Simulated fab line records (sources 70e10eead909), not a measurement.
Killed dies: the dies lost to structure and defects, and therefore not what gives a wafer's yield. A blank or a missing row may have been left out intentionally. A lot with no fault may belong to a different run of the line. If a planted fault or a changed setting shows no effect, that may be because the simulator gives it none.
fab line records	flow nandHarc
record lots=24	wafers=72	lastDay=24
route steps=1159 shown P_GATE@175 P_CONTACT@236 P_M0@274
lots that met no fault: taken from a fault-free run of the same line
startH: hours from the record's first day to the start of the lot's first wafer shown	waitH: hours since the lot's step before	" the same as in the row above	L1.1+2: a single row standing in for several wafers	- either no value or no given start	* or withheld: withheld	< > ~ a bound
route shown NAME@n: a module of which the file shows steps, and the number in the route of the first	usual: average and standard deviation across the fault-free wafers	same: alike in all rows	chamber/n: place in a boat	sites: each site's reading	_std_site: the standard deviation of these	_edge_site: inner sites' mean taken away from outer sites' mean	radiusMm: how far each site lies from the wafer's centre	mask NAME#n: copy n	behind: the tool/chamber that last shaped the wafer	hold: why the lot was held/for how many hours/how that ended	device: the n, p or np transistor that did not switch	end of line: tests run on the same wafers once the route is complete	where a step has no rows: the recipe by itself	killed: dies that structure and defects cost at the first sort, which is not the same as the wafer's yield	map: a wafer's dies, x killed, . not, _ none there
set.NAME: the setting as run; set.NAME@STEP: as run at that earlier step	model.NAME: the simulator's own value behind a step, which no gauge read
the route's steps for a sample of lots (tables are steps, rows are wafers)
services: when a tool's chamber went out of use (startH, in hours from the record's first day, below 0 if earlier), for how many hours, and the reason
## steps
# step NHARC_P_GATE_STRIP_75
# recipe powerW=1500	tempC=250	chemistry=O2
# usual drypumpMotorCurrentA=6.1/0.31	heaterPowerW=301/16
lot.wafer	tool	chamber	startH	waitH	drypumpMotorCurrentA	heaterPowerW	rfHoursCounterH
L074.4	plasmaAsher-02	0	92.53	0.2	5.9	299	-
L074.6	"	0	"	"	5.9	302	-
L074.5	"	1	"	"	6.4	281	-
L075.2	plasmaAsher-02	0	107.56	0.3	5.9	302	34
L075.4	"	0	"	"	5.9	311	-
L075.6	"	1	"	"	6.4	300	-
L076.1	plasmaAsher-01	0	113.20	0.3	6.2	270	1
L076.2	"	1	"	"	5.6	328	1
L076.6	"	0	"	"	6.2	280	-
L077.2	plasmaAsher-02	0	119.76	0.3	5.9	307	38
L077.1	"	1	"	"	6.4	297	38
L077.5	"	1	"	"	6.4	294	-
L080.2	plasmaAsher-02	1	125.67	0.3	6.4	301	40
L080.3	"	1	"	"	6.4	298	-
L080.6	"	1	"	"	6.4	306	-
L079.1	plasmaAsher-01	1	126.13	0.2	5.6	331	5
L079.3	"	0	"	"	6.2	275	-
L079.6	"	0	"	"	6.3	275	-
L078.2	plasmaAsher-02	0	129.92	0.3	5.9	308	41
L078.3	"	0	"	"	5.9	311	-
L078.4	"	1	"	"	6.4	293	-
L081.2	plasmaAsher-02	1	146.39	0.2	6.4	296	46
L081.3	"	1	"	"	6.4	303	-
L081.4	"	0	"	"	5.9	306	-
L082.1	plasmaAsher-01	1	153.26	0.3	5.6	320	14
L082.5	"	1	"	"	5.6	334	-
L082.6	"	0	"	"	6.3	271	-
L083.2	plasmaAsher-02	1	161.68	0.2	6.4	294	50
L083.1	"	0	"	"	5.9	308	50
L083.5	"	1	"	"	6.4	290	-
L084.3	plasmaAsher-02	1	165.48	0.2	6.4	301	-
L084.5	"	1	"	"	6.4	300	-
L084.6	"	0	"	"	5.9	299	-
L085.1	plasmaAsher-01	0	168.01	0.2	6.2	280	19
L085.4	"	0	"	"	6.2	285	-
L085.6	"	1	"	"	5.6	325	-
L088.2	plasmaAsher-01	0	183.70	0.2	6.3	287	23
L088.4	"	1	"	"	5.6	329	-
L088.5	"	0	"	"	6.3	277	-
L086.2	plasmaAsher-01	0	184.66	0.2	6.2	279	24
L086.1	"	1	"	"	5.6	326	24
L086.4	"	1	"	"	5.6	326	-
L087.1	plasmaAsher-01	1	185.04	0.2	5.6	323	24
L087.4	"	0	"	"	6.2	285	-
L087.5	"	0	"	"	6.3	278	-
L089.1	plasmaAsher-01	0	193.80	0.3	6.3	278	30
L089.4	"	0	"	"	6.2	279	-
L089.5	"	1	"	"	5.6	329	-
L090.1	plasmaAsher-02	0	195.22	0.3	5.9	296	1
L090.3	"	0	"	"	5.9	299	-
L090.5	"	1	"	"	6.4	301	-
L092.2	plasmaAsher-02	1	208.53	0.2	6.4	297	6
L092.3	"	0	"	"	5.9	293	-
L092.6	"	0	"	"	5.9	292	-
L091.4	plasmaAsher-02	1	209.06	0.2	6.4	303	-
L091.6	"	1	"	"	6.4	301	-
L091.5	"	0	"	"	5.9	292	-
L094.2	plasmaAsher-01	0	226.79	0.2	6.3	278	40
L094.3	"	1	"	"	5.6	325	-
L094.4	"	0	"	"	6.2	285	-
L095.2	plasmaAsher-02	0	226.96	0.3	5.9	300	10
L095.1	"	1	"	"	6.4	304	10
L095.3	"	1	"	"	6.4	294	-
L093.1	plasmaAsher-01	0	233.55	0.3	6.3	283	42
L093.3	"	0	"	"	6.3	280	-
L093.4	"	1	"	"	5.6	324	-
L096.2	plasmaAsher-02	1	234.08	0.2	6.4	304	12
L096.5	"	1	"	"	6.4	295	-
L096.6	"	0	"	"	5.9	302	-
L097.1	plasmaAsher-02	1	241.54	0.2	6.4	302	15
L097.3	"	0	"	"	5.9	301	-
L097.5	"	0	"	"	5.9	309	-
# step NHARC_P_GATE_STRIP_95
# recipe powerW=1500	tempC=250	chemistry=O2
# usual drypumpMotorCurrentA=6.0/0.32	heaterPowerW=302/19
lot.wafer	tool	chamber	startH	waitH	drypumpMotorCurrentA	heaterPowerW	rfHoursCounterH
L074.4	plasmaAsher-02	1	96.48	0.4	6.4	296	-
L074.6	"	1	"	"	6.4	300	-
L074.5	"	0	"	"	5.9	294	-
L075.2	plasmaAsher-02	0	111.45	0.6	5.9	304	35
L075.4	"	1	"	"	6.4	296	-
L075.6	"	0	"	"	5.9	304	-
L076.2	plasmaAsher-01	0	117.11	0.6	6.2	284	3
L076.1	"	1	"	"	5.6	327	3
L076.6	"	0	"	"	6.2	277	-
L077.1	plasmaAsher-02	0	123.52	0.6	5.9	305	39
L077.2	"	1	"	"	6.4	298	39
L077.5	"	1	"	"	6.4	303	-
L080.2	plasmaAsher-02	0	129.56	0.5	5.9	308	41
L080.3	"	1	"	"	6.4	298	-
L080.6	"	1	"	"	6.4	298	-
L079.1	plasmaAsher-01	0	129.99	0.6	6.3	280	6
L079.3	"	1	"	"	5.6	328	-
L079.6	"	1	"	"	5.6	330	-
L078.2	plasmaAsher-01	0	133.96	0.6	6.3	271	8
L078.3	"	0	"	"	6.2	277	-
L078.4	"	1	"	"	5.6	324	-
L081.2	plasmaAsher-01	1	150.29	0.6	5.6	329	13
L081.3	"	1	"	"	5.6	321	-
L081.4	"	0	"	"	6.2	276	-
L082.1	plasmaAsher-02	1	156.94	0.5	6.4	298	49
L082.5	"	0	"	"	5.9	307	-
L082.6	"	1	"	"	6.4	305	-
L083.1	plasmaAsher-01	1	165.45	0.6	5.6	330	18
L083.2	"	0	"	"	6.2	282	18
L083.5	"	0	"	"	6.3	283	-
L084.3	plasmaAsher-02	1	169.23	0.4	6.4	298	-
L084.6	"	1	"	"	6.4	292	-
L084.5	"	0	"	"	5.9	307	-
L085.1	plasmaAsher-01	0	171.91	0.5	6.3	280	21
L085.4	"	0	"	"	6.2	271	-
L085.6	"	0	"	"	6.2	285	-
L088.2	plasmaAsher-01	0	188.05	0.5	6.3	285	27
L088.4	"	0	"	"	6.3	285	-
L088.5	"	1	"	"	5.6	319	-
L086.1	plasmaAsher-01	0	189.08	0.6	6.2	278	28
L086.2	"	1	"	"	5.6	319	28
L086.4	"	1	"	"	5.6	330	-
L087.1	plasmaAsher-01	1	189.88	0.5	5.6	330	29
L087.4	"	1	"	"	5.6	323	-
L087.5	"	0	"	"	6.2	283	-
L089.1	plasmaAsher-01	0	197.74	0.5	6.2	280	32
L089.4	"	1	"	"	5.6	333	-
L089.5	"	1	"	"	5.6	325	-
L090.1	plasmaAsher-02	0	199.13	0.6	5.9	298	3
L090.3	"	0	"	"	5.9	295	-
L090.5	"	1	"	"	6.4	294	-
L092.2	plasmaAsher-01	0	212.40	0.6	6.2	275	37
L092.3	"	0	"	"	6.2	280	-
L092.6	"	0	"	"	6.2	278	-
L091.4	plasmaAsher-01	0	213.19	0.4	6.3	272	-
L091.5	"	0	"	"	6.3	286	-
L091.6	"	1	"	"	5.6	328	-
L094.2	plasmaAsher-01	1	230.72	0.5	5.6	336	42
L094.4	"	0	"	"	6.2	281	-
L094.3	"	1	"	"	5.6	329	-
L095.1	plasmaAsher-02	1	230.89	0.6	6.4	294	12
L095.2	"	0	"	"	5.9	293	12
L095.3	"	1	"	"	6.4	295	-
L093.1	plasmaAsher-01	0	237.45	0.6	6.3	282	44
L093.4	"	0	"	"	6.3	280	-
L093.3	"	1	"	"	5.6	319	-
L096.2	plasmaAsher-02	1	238.01	0.6	6.4	299	14
L096.5	"	1	"	"	6.4	298	-
L096.6	"	0	"	"	5.9	291	-
L097.1	plasmaAsher-02	0	245.30	0.5	5.9	299	17
L097.3	"	0	"	"	5.9	309	-
L097.5	"	0	"	"	5.9	302	-
# step NHARC_P_CONTACT_ETCH_35
# recipe targetDepthA=390	overEtchFrac=0.3	timeS=65	ionEnergyEv=80	cf4FlowSccm=150	arFlowSccm=0	rfW=300	biasW=100	chemistry=CF4
# usual drypumpMotorCurrentA=5.7/0.42	oesProductAu=0.999/0.0086	rfVppV=151.4/1.2	showerheadPlenumPTorr=1.78/0.075	throttleValvePct=13.284/0.0095
# same overEtchFrac=0.3
lot.wafer	tool	chamber	startH	waitH	drypumpMotorCurrentA	oesProductAu	rfHoursCounterH	rfVppV	showerheadPlenumPTorr	throttleValvePct
L074.4	rieDiel-12	0	100.18	0.1	5.7	1.004	8	151.2	1.82	13.277
L074.6	"	2	"	"	6.1	0.989	-	150.3	1.71	13.287
L074.5	"	3	"	"	4.8	1.007	-	151.5	1.77	13.299
L075.2	rieDiel-01	2	115.37	0.1	6.1	1.011	16	152.6	1.87	13.279
L075.4	"	2	"	"	6.1	0.996	-	151.7	1.87	13.280
L075.6	"	3	"	"	5.6	1.013	-	150.1	1.69	13.299
L076.1	rieDiel-12	3	121.04	0.1	4.8	0.986	8	152.4	1.77	13.289
L076.2	"	1	"	"	5.6	0.994	7	151.7	1.85	13.280
L076.6	"	3	"	"	4.8	0.992	-	151.3	1.77	13.293
L077.1	rieDiel-01	2	127.25	0.1	6.2	1.013	17	152.9	1.87	13.298
L077.2	"	3	"	"	5.6	1.007	16	152.4	1.69	13.270
L077.5	"	1	"	"	6.2	0.991	-	152.7	1.90	13.306
L080.3	rieDiel-02	0	133.62	0.1	5.9	1.001	57	150.5	1.74	13.277
L080.2	"	3	"	"	5.0	0.992	56	149.5	1.71	13.288
L080.6	"	1	"	"	5.4	1.001	-	150.3	1.68	13.290
L079.3	rieDiel-12	3	133.87	0.1	4.9	0.994	9	152.2	1.77	13.290
L079.1	"	0	"	"	5.7	1.009	10	151.1	1.82	13.273
L079.6	"	3	"	"	4.9	1.015	-	150.0	1.77	13.294
L078.4	rieDiel-12	0	137.59	0.1	5.7	1.010	11	151.7	1.82	13.290
L078.2	"	1	"	"	5.6	0.990	9	151.9	1.85	13.287
L078.3	"	3	"	"	4.9	1.004	10	151.3	1.77	13.286
L081.3	rieDiel-12	0	154.29	0.1	5.7	1.009	14	150.7	1.82	13.277
L081.4	"	1	"	"	5.6	0.995	11	151.3	1.85	13.286
L081.2	"	3	"	"	4.9	1.003	12	151.6	1.76	13.277
L082.1	rieDiel-12	0	160.83	0.1	5.7	1.007	14	152.1	1.82	13.288
L082.5	"	2	"	"	6.1	0.996	-	151.4	1.71	13.286
L082.6	"	3	"	"	4.8	1.005	-	150.7	1.76	13.293
L083.1	rieDiel-12	3	169.17	0.1	4.8	1.000	14	151.3	1.76	13.281
L083.2	"	0	"	"	5.7	1.008	15	152.4	1.82	13.279
L083.5	"	3	"	"	4.8	1.005	-	150.4	1.76	13.266
L084.3	rieDiel-01	2	172.82	0.1	6.1	0.991	2	153.3	1.87	13.273
L084.6	"	1	"	"	6.2	0.990	-	152.1	1.89	13.293
L084.5	"	2	"	"	6.2	0.991	-	152.3	1.87	13.304
L085.4	rieDiel-01	2	175.93	0.1	6.1	0.989	2	151.5	1.87	13.297
L085.1	"	0	"	"	5.4	0.995	2	152.4	1.76	13.283
L085.6	"	2	"	"	6.2	0.981	-	151.9	1.87	13.272
L088.4	rieDiel-01	3	191.82	0.1	5.6	0.990	3	150.5	1.69	13.274
L088.2	"	2	"	"	6.1	0.979	3	153.5	1.87	13.290
L088.5	"	3	"	"	5.6	0.991	-	149.0	1.69	13.290
L086.1	rieDiel-01	2	192.82	0.1	6.2	0.998	4	152.8	1.87	13.273
L086.4	"	3	"	"	5.6	1.005	3	149.9	1.69	13.280
L086.2	"	1	"	"	6.2	0.987	3	152.7	1.89	13.287
L087.1	rieDiel-01	2	193.98	0.1	6.1	0.987	4	153.7	1.87	13.307
L087.4	"	1	"	"	6.2	0.990	4	154.3	1.89	13.270
L087.5	"	2	"	"	6.1	1.001	-	152.2	1.87	13.275
L089.4	rieDiel-01	1	201.45	0.1	6.2	0.984	4	151.3	1.89	13.277
L089.1	"	3	"	"	5.6	0.989	5	150.2	1.69	13.281
L089.5	"	1	"	"	6.2	0.978	-	153.4	1.89	13.279
L090.1	rieDiel-01	0	203.65	0.1	5.4	1.006	4	152.3	1.76	13.291
L090.3	"	2	"	"	6.2	1.009	5	152.1	1.87	13.288
L090.5	"	0	"	"	5.4	1.005	-	151.9	1.76	13.272
L092.2	rieDiel-02	0	216.44	0.1	5.9	1.004	24	151.5	1.74	13.307
L092.3	"	1	"	"	5.4	1.011	23	149.2	1.67	13.297
L092.6	"	3	"	"	5.0	0.997	-	151.1	1.70	13.283
L091.4	rieDiel-01	2	217.07	0.1	6.2	1.003	8	151.9	1.87	13.272
L091.5	"	0	"	"	5.4	1.004	-	151.6	1.76	13.281
L091.6	"	1	"	"	6.2	0.991	-	151.6	1.89	13.288
L094.2	rieDiel-02	1	234.42	0.1	5.4	1.020	29	150.5	1.67	13.281
L094.4	"	2	"	"	5.4	0.997	29	150.4	1.67	13.273
L094.3	"	3	"	"	5.0	0.989	30	150.4	1.70	13.286
L095.3	rieDiel-01	0	234.77	0.1	5.4	1.008	7	150.5	1.76	13.267
L095.2	"	1	"	"	6.2	0.994	8	153.6	1.89	13.279
L095.1	"	2	"	"	6.2	0.991	8	151.8	1.87	13.297
L093.1	rieDiel-01	2	241.03	0.1	6.1	0.997	9	153.0	1.87	13.287
L093.3	"	0	"	"	5.4	0.993	8	150.7	1.76	13.276
L093.4	"	1	"	"	6.2	0.990	8	150.8	1.89	13.288
L096.2	rieDiel-12	2	241.72	0.1	6.0	1.008	3	148.5	1.71	13.286
L096.5	"	3	"	"	4.8	0.992	-	151.7	1.76	13.276
L096.6	"	0	"	"	5.7	1.001	-	150.7	1.82	13.291
L097.1	rieDiel-12	1	249.18	0.1	5.6	1.005	3	152.2	1.85	13.276
L097.3	"	2	"	"	6.0	1.008	4	150.8	1.71	13.294
L097.5	"	0	"	"	5.7	1.010	-	151.3	1.82	13.278
# step NHARC_P_CONTACT_ETCH_36
# recipe targetDepthA=2600	overEtchFrac=0.25	timeS=406.25	ionEnergyEv=200	n2FlowSccm=150	h2FlowSccm=150	arFlowSccm=0	rfW=400	biasW=150	chemistry=N2/H2
# usual drypumpMotorCurrentA=5.7/0.4	h2FlowSccm=150.0/0.43	oesProductAu=1.000/0.0075	rfVppV=430.9/2.8	showerheadPlenumPTorr=2.06/0.098	throttleValvePct=14.172/0.0091
# same overEtchFrac=0.25
lot.wafer	tool	chamber	startH	waitH	drypumpMotorCurrentA	h2FlowSccm	oesProductAu	rfHoursCounterH	rfVppV	showerheadPlenumPTorr	throttleValvePct
L074.4	rieDiel-12	3	-	-	4.8	150.0	1.006	6	431.5	2.04	14.175
L074.5	"	0	"	"	5.7	149.4	1.015	-	432.4	2.11	14.165
L074.6	"	1	"	"	5.6	148.6	0.990	-	434.2	2.15	14.158
L075.2	rieDiel-01	3	115.55	0.2	5.6	149.6	1.013	15	427.4	1.94	14.155
L075.4	"	2	"	"	6.2	149.8	1.010	-	433.5	2.17	14.165
L075.6	"	3	"	"	5.6	149.8	1.014	-	428.1	1.94	14.182
L076.2	rieDiel-12	2	-	-	6.1	150.0	0.997	9	428.1	1.96	14.177
L076.1	"	1	"	"	5.6	150.1	0.996	7	432.7	2.15	14.174
L076.6	"	3	"	"	4.8	149.6	0.997	-	430.9	2.04	14.160
L077.1	rieDiel-01	0	-	-	5.4	150.0	1.001	15	429.8	2.03	14.174
L077.2	"	1	"	"	6.2	149.9	1.000	14	435.0	2.20	14.176
L077.5	"	0	"	"	5.4	150.3	0.997	-	430.6	2.03	14.148
L080.3	rieDiel-02	1	-	-	5.4	149.8	1.004	54	428.1	1.93	14.171
L080.2	"	2	"	"	5.4	150.2	1.002	44	426.8	1.93	14.159
L080.6	"	0	"	"	5.9	149.6	1.001	-	430.2	2.01	14.180
L079.3	rieDiel-12	2	-	-	6.1	150.5	0.997	10	428.7	1.96	14.161
L079.1	"	3	"	"	4.9	149.8	0.994	9	429.8	2.04	14.174
L079.6	"	1	"	"	5.6	150.5	0.998	-	432.2	2.15	14.181
L078.3	rieDiel-12	0	-	-	5.7	150.8	1.011	11	432.6	2.11	14.188
L078.2	"	1	"	"	5.6	150.3	0.989	9	430.7	2.15	14.172
L078.4	"	2	"	"	6.1	150.5	0.990	10	429.4	1.96	14.170
L081.3	rieDiel-12	2	-	-	6.1	150.1	1.007	12	427.6	1.96	14.165
L081.2	"	0	"	"	5.7	150.5	0.985	14	432.3	2.11	14.156
L081.4	"	1	"	"	5.6	149.0	0.996	11	434.0	2.15	14.180
L082.1	rieDiel-12	0	-	-	5.7	150.1	1.004	14	432.1	2.11	14.189
L082.5	"	1	"	"	5.6	149.5	1.008	-	433.1	2.15	14.168
L082.6	"	2	"	"	6.1	150.4	0.993	-	428.0	1.96	14.172
L083.2	rieDiel-12	0	-	-	5.7	150.0	1.000	15	432.1	2.11	14.166
L083.1	"	1	"	"	5.6	149.8	0.987	12	434.1	2.14	14.167
L083.5	"	0	"	"	5.7	150.0	1.007	-	432.4	2.11	14.171
L084.3	rieDiel-01	2	-	-	6.2	150.0	1.003	2	432.3	2.17	14.170
L084.6	"	2	"	"	6.2	150.1	1.007	-	433.6	2.17	14.176
L084.5	"	3	"	"	5.6	149.7	0.999	-	426.9	1.94	14.168
L085.4	rieDiel-01	0	-	-	5.4	150.1	0.996	2	429.4	2.03	14.171
L085.1	"	3	"	"	5.6	150.5	1.002	2	428.1	1.94	14.183
L085.6	"	1	"	"	6.2	150.2	0.995	-	433.5	2.20	14.178
L088.4	rieDiel-01	2	-	-	6.1	149.7	0.992	3	432.5	2.17	14.172
L088.2	"	3	"	"	5.6	149.8	0.988	3	427.7	1.94	14.183
L088.5	"	3	"	"	5.6	149.6	0.990	-	428.9	1.94	14.165
L086.2	rieDiel-01	1	-	-	6.2	149.4	0.990	3	436.2	2.20	14.182
L086.1	"	2	"	"	6.2	149.8	0.994	4	436.5	2.17	14.162
L086.4	"	3	"	"	5.6	150.4	1.007	4	427.5	1.94	14.167
L087.1	rieDiel-01	0	-	-	5.4	150.4	0.986	3	431.0	2.03	14.187
L087.4	"	1	"	"	6.2	150.5	0.989	4	436.0	2.20	14.161
L087.5	"	2	"	"	6.2	149.5	1.003	-	435.3	2.17	14.174
L089.4	rieDiel-01	2	-	-	6.1	149.5	1.004	5	433.1	2.17	14.174
L089.1	"	0	"	"	5.4	149.7	0.992	4	430.0	2.03	14.174
L089.5	"	1	"	"	6.2	150.6	0.993	-	435.4	2.20	14.171
L090.3	rieDiel-01	2	-	-	6.2	150.2	1.003	6	433.7	2.17	14.183
L090.1	"	3	"	"	5.6	150.1	1.004	5	427.5	1.94	14.165
L090.5	"	3	"	"	5.6	149.9	1.004	-	427.9	1.94	14.173
L092.3	rieDiel-02	2	-	-	5.4	149.5	1.002	22	427.1	1.92	14.168
L092.2	"	0	"	"	5.9	149.5	1.000	24	429.3	2.00	14.165
L092.6	"	2	"	"	5.4	150.3	0.997	-	428.8	1.92	14.169
L091.4	rieDiel-01	3	-	-	5.6	149.5	0.998	7	429.5	1.94	14.180
L091.5	"	2	"	"	6.2	149.1	1.000	-	432.3	2.17	14.169
L091.6	"	3	"	"	5.6	149.8	0.996	-	427.3	1.94	14.176
L094.2	rieDiel-02	0	-	-	5.9	150.0	1.011	30	429.0	2.00	14.187
L094.3	"	1	"	"	5.4	151.5	1.000	29	427.8	1.92	14.168
L094.4	"	3	"	"	5.0	149.8	0.993	30	427.6	1.95	14.174
L095.1	rieDiel-01	1	-	-	6.2	150.2	0.987	8	435.9	2.20	14.171
L095.3	"	2	"	"	6.2	150.7	1.000	8	433.0	2.17	14.186
L095.2	"	3	"	"	5.6	150.6	1.002	8	429.9	1.94	14.174
L093.3	rieDiel-01	0	-	-	5.4	150.4	1.013	8	429.6	2.02	14.173
L093.1	"	1	"	"	6.2	149.9	1.004	9	434.4	2.20	14.177
L093.4	"	3	"	"	5.6	149.6	1.000	9	426.8	1.94	14.169
L096.2	rieDiel-12	0	-	-	5.7	150.4	1.003	3	433.1	2.11	14.179
L096.6	"	2	"	"	6.1	150.0	1.006	-	429.1	1.96	14.160
L096.5	"	3	"	"	4.9	150.2	0.998	-	430.6	2.03	14.161
L097.1	rieDiel-12	0	-	-	5.7	149.8	1.005	4	432.9	2.11	14.170
L097.3	"	2	"	"	6.1	150.4	0.996	4	427.6	1.96	14.182
L097.5	"	1	"	"	5.6	149.6	0.992	-	432.8	2.14	14.164
# step NHARC_P_CONTACT_CMP_24
# recipe tOverpolishS=30	targetThkNm=200
# usual motorCurrentA=11.7/1.5	overpolishRunS=30.001/0.0096	timeToEndpointS=39.4/2.5
lot.wafer	tool	chamber	startH	waitH	motorCurrentA	overpolishRunS	timeToEndpointS
L074.4	cmp-02	1	109.33	0.3	13.6	29.993	40.3
L074.5	"	1	"	"	13.6	29.997	39.3
L074.6	"	2	"	"	11.4	29.988	39.5
L075.2	cmp-03	2	126.01	0.6	12.0	29.984	41.7
L075.4	"	1	"	"	11.2	29.988	41.3
L075.6	"	3	"	"	12.0	30.012	38.9
L076.2	cmp-03	3	127.95	0.5	11.5	29.987	42.2
L076.1	"	1	"	"	11.4	29.996	42.1
L076.6	"	0	"	"	15.6	30.006	40.0
L077.2	cmp-03	2	133.67	0.5	12.5	30.015	41.4
L077.1	"	0	"	"	14.1	30.002	37.0
L077.5	"	2	"	"	12.7	30.020	40.3
L080.3	cmp-04	1	136.38	0.4	12.1	29.993	36.1
L080.2	"	2	"	"	13.0	30.007	39.8
L080.6	"	1	"	"	11.6	30.003	37.4
L079.3	cmp-03	2	136.45	0.4	12.5	30.003	41.4
L079.1	"	0	"	"	15.0	30.013	38.6
L079.6	"	2	"	"	12.2	29.982	40.3
L078.4	cmp-03	2	140.23	0.3	12.3	30.007	41.8
L078.2	"	3	"	"	11.8	30.002	38.6
L078.3	"	0	"	"	14.1	29.995	38.7
L081.2	cmp-02	0	159.34	0.6	10.3	30.013	41.8
L081.4	"	1	"	"	14.0	29.997	42.6
L081.3	"	3	"	"	10.9	30.002	39.6
L082.1	cmp-04	2	170.57	0.5	12.9	29.991	38.8
L082.5	"	0	"	"	9.8	30.011	38.3
L082.6	"	1	"	"	11.6	29.991	35.4
L083.1	cmp-02	1	172.00	0.6	13.6	30.000	39.5
L083.2	"	3	"	"	10.5	30.006	40.1
L083.5	"	1	"	"	14.6	29.988	38.4
L084.3	cmp-04	2	175.68	0.3	13.2	30.020	40.0
L084.6	"	0	"	"	9.7	29.999	42.0
L084.5	"	1	"	"	11.8	30.007	40.8
L085.1	cmp-03	3	183.89	0.5	12.3	29.997	40.2
L085.4	"	0	"	"	14.9	29.997	38.8
L085.6	"	2	"	"	13.1	30.011	40.1
L088.2	cmp-04	3	194.47	0.5	10.3	29.995	40.3
L088.4	"	1	"	"	11.9	30.007	38.7
L088.5	"	0	"	"	10.1	29.989	43.6
L086.4	cmp-03	0	195.43	0.3	14.9	29.981	35.6
L086.1	"	1	"	"	10.7	29.983	40.3
L086.2	"	2	"	"	12.4	30.002	39.1
L087.1	cmp-02	3	196.59	0.5	10.9	30.001	39.1
L087.4	"	1	"	"	14.2	29.992	37.8
L087.5	"	2	"	"	11.3	30.012	37.2
L089.1	cmp-02	2	213.35	0.5	11.5	29.984	34.9
L089.4	"	0	"	"	10.1	29.999	36.9
L089.5	"	2	"	"	11.2	30.000	38.0
L090.3	cmp-02	3	213.61	0.4	10.4	29.989	39.7
L090.1	"	0	"	"	9.6	30.006	43.6
L090.5	"	2	"	"	10.7	29.990	43.3
L092.3	cmp-04	0	223.52	0.4	10.7	30.007	36.6
L092.2	"	2	"	"	12.9	29.994	36.0
L092.6	"	0	"	"	9.8	30.001	36.4
L091.4	cmp-03	0	224.04	0.4	14.1	29.993	35.9
L091.6	"	3	"	"	11.8	30.002	38.3
L091.5	"	0	"	"	15.0	30.005	37.6
L094.2	cmp-02	0	237.03	0.6	10.3	30.019	44.5
L094.4	"	1	"	"	13.8	30.009	42.5
L094.3	"	2	"	"	11.4	30.009	44.4
L095.2	cmp-03	1	237.52	0.6	11.4	30.001	40.1
L095.1	"	2	"	"	12.7	30.015	40.2
L095.3	"	3	"	"	12.0	30.011	37.8
L093.1	cmp-02	3	243.69	0.5	10.7	29.994	39.8
L093.3	"	1	"	"	14.6	29.998	44.2
L093.4	"	2	"	"	11.2	29.995	43.3
L096.2	cmp-04	0	244.31	0.5	10.1	30.013	36.7
L096.5	"	0	"	"	9.3	29.997	37.2
L096.6	"	1	"	"	11.8	29.998	37.0
L097.1	cmp-04	2	253.33	0.6	12.6	29.995	36.8
L097.3	"	1	"	"	11.9	29.999	32.4
L097.5	"	3	"	"	10.8	30.013	37.0
# step NHARC_P_M0_PVD_20
# recipe targetThkA=50	biasV=168.6	powerW=15000	chamberPressurePa=0.12	timeS=8.06	substrateTempC=50	material=TaN
# usual throttleValvePct=29.7/1
lot.wafer	tool	chamber	startH	waitH	throttleValvePct
L074.4	pvdSputter-01	-	-	-	30.1
L074.6	"	-	"	"	31.2
L074.5	"	-	"	"	28.9
L075.2	pvdSputter-01	-	-	-	30.3
L075.4	"	-	"	"	30.9
L075.6	"	-	"	"	28.7
L076.2	pvdSputter-02	-	-	-	30.6
L076.1	"	-	"	"	29.2
L076.6	"	-	"	"	29.3
L077.1	pvdSputter-03	-	-	-	29.4
L077.2	"	-	"	"	29.7
L077.5	"	-	"	"	29.5
L080.3	pvdSputter-02	-	-	-	31.8
L080.2	"	-	"	"	30.3
L080.6	"	-	"	"	32.1
L079.1	pvdSputter-03	-	-	-	29.5
L079.3	"	-	"	"	29.9
L079.6	"	-	"	"	29.5
L078.4	pvdSputter-01	-	-	-	28.7
L078.3	"	-	"	"	30.3
L078.2	"	-	"	"	30.2
L081.4	pvdSputter-02	-	-	-	30.8
L081.2	"	-	"	"	29.4
L081.3	"	-	"	"	29.0
L082.1	pvdSputter-03	-	-	-	28.2
L082.6	"	-	"	"	29.5
L082.5	"	-	"	"	29.2
L083.1	pvdSputter-03	-	-	-	29.1
L083.2	"	-	"	"	29.8
L083.5	"	-	"	"	27.7
L084.3	pvdSputter-02	-	-	-	30.6
L084.5	"	-	"	"	28.9
L084.6	"	-	"	"	32.0
L085.1	pvdSputter-03	-	-	-	28.2
L085.4	"	-	"	"	29.6
L085.6	"	-	"	"	27.9
L088.4	pvdSputter-03	-	-	-	28.0
L088.2	"	-	"	"	29.7
L088.5	"	-	"	"	27.8
L086.1	pvdSputter-03	-	-	-	27.7
L086.2	"	-	"	"	29.3
L086.4	"	-	"	"	29.6
L087.1	pvdSputter-02	-	-	-	29.3
L087.4	"	-	"	"	29.0
L087.5	"	-	"	"	29.4
L089.4	pvdSputter-01	-	-	-	30.2
L089.1	"	-	"	"	30.8
L089.5	"	-	"	"	30.3
L090.1	pvdSputter-03	-	-	-	29.3
L090.3	"	-	"	"	27.8
L090.5	"	-	"	"	29.7
L092.2	pvdSputter-02	-	-	-	28.8
L092.3	"	-	"	"	30.5
L092.6	"	-	"	"	29.0
L091.4	pvdSputter-01	-	-	-	30.3
L091.6	"	-	"	"	30.1
L091.5	"	-	"	"	30.6
L094.3	pvdSputter-03	-	-	-	27.6
L094.4	"	-	"	"	29.5
L094.2	"	-	"	"	29.6
L095.1	pvdSputter-01	-	-	-	30.4
L095.3	"	-	"	"	29.0
L095.2	"	-	"	"	30.1
L093.3	pvdSputter-01	-	-	-	30.6
L093.1	"	-	"	"	30.4
L093.4	"	-	"	"	28.9
L096.2	pvdSputter-03	-	-	-	29.9
L096.5	"	-	"	"	29.6
L096.6	"	-	"	"	29.9
L097.3	pvdSputter-02	-	-	-	30.4
L097.1	"	-	"	"	29.4
L097.5	"	-	"	"	28.6
## services
tool	chamber	startH	hours	kind
plasmaAsher-02	-	76.44	1.5	repair
cmp-03	-	81.32	1.4	repair
rieDiel-01	0	82.88	3.0	repair
rieDiel-01	1	87.84	4.6	repair
plasmaAsher-01	-	94.24	3.7	repair
cmp-03	-	95.92	1.3	repair
plasmaAsher-01	-	99.58	9.0	pm
pvdSputter-03	-	102.00	10.0	pm
rieDiel-01	1	105.30	11.1	repair
rieDiel-01	0	106.47	9.3	repair
cmp-03	-	128.42	0.4	repair
rieDiel-12	2	141.04	1.8	repair
rieDiel-01	-	146.07	9.0	pm
cmp-03	-	156.00	4.0	pm
rieDiel-12	3	169.24	20.2	repair
rieDiel-12	0	175.37	2.7	repair
plasmaAsher-02	-	183.22	9.0	pm
rieDiel-01	-	189.61	0.3	repair
cmp-03	-	191.11	2.5	repair
rieDiel-12	-	202.43	9.0	pm
pvdSputter-03	-	218.39	12.4	repair
rieDiel-01	0	224.17	1.5	repair
rieDiel-12	1	226.65	5.4	repair
rieDiel-12	3	248.53	10.9	repair
## key
fault none
